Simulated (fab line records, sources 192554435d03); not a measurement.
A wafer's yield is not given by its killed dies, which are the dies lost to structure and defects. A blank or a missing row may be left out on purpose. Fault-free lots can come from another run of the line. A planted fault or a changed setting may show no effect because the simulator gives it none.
Split-lot experiment + flow n5_finfet + 21 wafers read across 7 lots, on a route 1938 steps long

== ABOUT THE SPLIT ==
At N5_BEOL_M9_EXPOSE_08 (exposes mask M9), the setting dose_mj was moved away from the recipe's 53.75 on 10 of the 21 wafers read, by -6.4% to +5.3%. All remaining wafers had this setting at the recipe value.

== FROM THE SPLIT TO THE READING: what the file shows between them, 20 steps ==
- N5_BEOL_M9_PEB_09: peb time 60 s
- N5_BEOL_M9_DEVELOP_10: develop time 30 s
- N5_BEOL_M9_CD_MEAS_11: target cd 64.1 nm
- N5_BEOL_M9_DESCUM_16: chemistry O2, time 7.9 s
- N5_BEOL_M9_ETCH_61: etches SiARC in CF4, target depth 39 nm, time 65 s
- N5_BEOL_M9_ETCH_62: etches SOC in N2/H2, target depth 110 nm, overetch 22 nm, time 165 s
- N5_BEOL_M9_STRIP_68: strips in N2/H2
- N5_BEOL_M9_STRIP_67: strips in CF4
- N5_BEOL_M9_HM_OPEN_17: chemistry Cl2/BCl3, target TiN, target depth 20 nm, overetch 6 nm
- N5_BEOL_M9_STRIP_19: strips in O2
- N5_BEOL_M9_CD_MEAS_18: pitch 140 nm, target cd 70 nm
- N5_BEOL_M9_COAT_63: time 60 s, resist thk 60 nm
- N5_BEOL_M9_COAT_64: time 60 s, resist thk 12 nm
- N5_BEOL_M9_STRIP_73: strips in C4F6/O2
- N5_BEOL_M9_STRIP_36: strips in N2/H2
- N5_BEOL_M9_TRENCH_ETCH_37: etches SiCOH lowk in C4F6/O2, target depth 151.43 nm, time 49 s
- N5_BEOL_M9_ETCH_41: etches SiCN in CH3F/O2, target depth 36.6 nm, time 70.1 s
- N5_BEOL_M9_STRIP_80: strips in N2/H2, time 10 s
- N5_BEOL_M9_PRECLEAN_42: cleans in residue remover, time 60 s
- N5_BEOL_M9_SRD_43: time 30 s

== THE READING ==
cd_nm, in nm, at N5_BEOL_M9_CD_MEAS_35 (target cd 70 nm, target cd y 40 nm). On this fab line, fault-free wafers typically give 69.9 nm with a standard deviation of 0.63 nm.

| wafer  | tool, chamber at the split | dose_mj as run | against the recipe | cd_nm, nm | against lot-mates on the recipe |
|--------|----------------------------|----------------|--------------------|-----------|---------------------------------|
| L077.1 | arfi_scanner-01, 0         | 53.75          | recipe             | 70.3      | -                               |
| L077.2 | arfi_scanner-01, 0         | 53.75          | recipe             | 69.3      | -                               |
| L077.6 | arfi_scanner-01, 0         | 53.75          | recipe             | 70.1      | -                               |
| L079.2 | arfi_scanner-01, 0         | 50.9           | -5.3%              | 66.6      | no lot-mate on the recipe       |
| L079.4 | arfi_scanner-01, 0         | 50.9           | -5.3%              | 66.2      | no lot-mate on the recipe       |
| L079.6 | arfi_scanner-01, 0         | 50.9           | -5.3%              | 66.6      | no lot-mate on the recipe       |
| L080.3 | arfi_scanner-03, 0         | 53.75          | recipe             | 70.7      | -                               |
| L080.4 | arfi_scanner-03, 0         | 50.29          | -6.4%              | 67.4      | -3.3                            |
| L080.6 | arfi_scanner-03, 0         | 50.29          | -6.4%              | 67.1      | -3.6                            |
| L081.1 | arfi_scanner-03, 0         | 51.09          | -4.9%              | 67.9      | -1.4                            |
| L081.2 | arfi_scanner-03, 0         | 53.75          | recipe             | 69.3      | -                               |
| L081.3 | arfi_scanner-03, 0         | 51.09          | -4.9%              | 67.2      | -2.1                            |
| L083.1 | arfi_scanner-03, 0         | 56.58          | +5.3%              | 73.2      | no lot-mate on the recipe       |
| L083.3 | arfi_scanner-03, 0         | 56.58          | +5.3%              | 73.1      | no lot-mate on the recipe       |
| L083.6 | arfi_scanner-03, 0         | 56.58          | +5.3%              | 73.0      | no lot-mate on the recipe       |
| L085.2 | arfi_scanner-03, 0         | 53.75          | recipe             | 69.7      | -                               |
| L085.4 | arfi_scanner-03, 0         | 53.75          | recipe             | 69.6      | -                               |
| L085.6 | arfi_scanner-03, 0         | 53.75          | recipe             | 69.5      | -                               |
| L096.4 | arfi_scanner-01, 0         | 53.75          | recipe             | 69.3      | -                               |
| L096.5 | arfi_scanner-01, 0         | 53.75          | recipe             | 70.5      | -                               |
| L096.6 | arfi_scanner-01, 0         | 53.75          | recipe             | 69.0      | -                               |

FIT RESULTS
A straight line over all 21 wafers: cd_nm changes by +0.543 nm for each +1% of dose_mj; r = +0.96; the points scatter about the line by 0.59 nm.
The same after taking each lot's own level away (the mean of its wafers on the recipe; 15 wafers): +0.472 nm for each +1%; r = +0.93; scatter 0.49 nm.
According to that fit, moving dose_mj by its largest amount changes the reading by 3 nm.
The lots' own levels span 69.30 to 70.70 nm, that is 2.2 times the standard deviation above.
Thus the slope moves with the lot-to-lot level: the two fits are different.
Check: for one of the wafers moved furthest among these (-6.4%), held out of the fit, the line's prediction against its lot-mates is -2.89 nm. It came out at -3.3 nm against them.

== THE WHOLE CHAIN: every reading that the file lists as answering this split, in the file's order ==
| step                  | what it does                                                         | reading                                                               | change (the file's fit)               | r (the file's) |
|-----------------------|----------------------------------------------------------------------|-----------------------------------------------------------------------|---------------------------------------|----------------|
| N5_BEOL_M9_CD_MEAS_11 | target cd 64.1 nm                                                    | cd_nm                                                                 | +0.479 nm for each +1% of the setting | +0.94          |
| N5_BEOL_M9_ETCH_61    | etches SiARC in CF4, target depth 39 nm, time 65 s                   | BEOL_M9.cd_offset_nm (the simulator's own value, which no gauge read) | +0.463 nm for each +1% of the setting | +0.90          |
| N5_BEOL_M9_ETCH_62    | etches SOC in N2/H2, target depth 110 nm, overetch 22 nm, time 165 s | BEOL_M9.cd_offset_nm (the simulator's own value, which no gauge read) | +0.443 nm for each +1% of the setting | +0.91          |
| N5_BEOL_M9_CD_MEAS_18 | pitch 140 nm, target cd 70 nm                                        | cd_nm                                                                 | +0.48 nm for each +1% of the setting  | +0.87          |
| N5_BEOL_M9_CD_MEAS_35 | target cd 70 nm, target cd y 40 nm                                   | cd_nm                                                                 | +0.466 nm for each +1% of the setting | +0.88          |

== THE FILE'S OWN FIT ==
cd_nm changes by +0.466 nm for each +1% of dose_mj, r = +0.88.
